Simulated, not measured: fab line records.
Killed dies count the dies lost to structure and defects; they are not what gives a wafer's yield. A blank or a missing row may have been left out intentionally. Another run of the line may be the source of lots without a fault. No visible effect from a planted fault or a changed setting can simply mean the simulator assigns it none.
Chamber matching | flow nand_harc | ald_hk-03 running NHARC_A_STAIRCASE_ALD_420: 4 sister chambers
The step deposits SiO2, target thk 20 nm, pulse time 6 s, ald cycles 200. 4 wafers are shown with their chamber, then 12 later ones without.

== WAFERS PAIRED WITH THEIR CHAMBERS ==
wafer  | chamber | heater_power_w (W)
L086.1 | 2       | 427
L089.1 | 1       | 539
L091.3 | 0       | 375
L091.5 | 3       | 515

== WAFERS WITH NO CHAMBER GIVEN ==
wafer  | heater_power_w (W)
L092.3 | 495
L092.5 | 509
L092.6 | 422
L094.2 | 513
L094.3 | 417
L094.5 | 541
L093.2 | 531
L093.4 | 363
L093.5 | 377
L095.1 | 535
L095.3 | 374
L095.5 | 370

== EACH ONE'S CHAMBER ==
wafer  | from the rows above     | in truth
L092.3 | 3                       | 3
L092.5 | 3                       | 3
L092.6 | 2                       | 2
L094.2 | 3                       | 3
L094.3 | 2                       | 2
L094.5 | 1                       | 1
L093.2 | can't be placed: 1 or 3 | 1
L093.4 | 0                       | 0
L093.5 | 0                       | 0
L095.1 | can't be placed: 1 or 3 | 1
L095.3 | 0                       | 0
L095.5 | 0                       | 0
Correctly placed: 10 of 12. From these rows, 2 cannot be placed; in 2 the true chamber is one of the candidates. Wrongly placed: 0.
How it was worked out, from the rows above alone: a wafer's distance from a chamber is the root of the sum, over the readings, of the square of ((its reading less the chamber's mean) divided by the reading's scatter). The wafer belongs to the nearest chamber; if the next one is less than 2 further off, it can't be placed. The mean given for a chamber averages the wafers shown for that chamber. The scatter: with one shown wafer a chamber, the root of the mean of the squares of how far each hidden wafer lies from its nearest shown one.
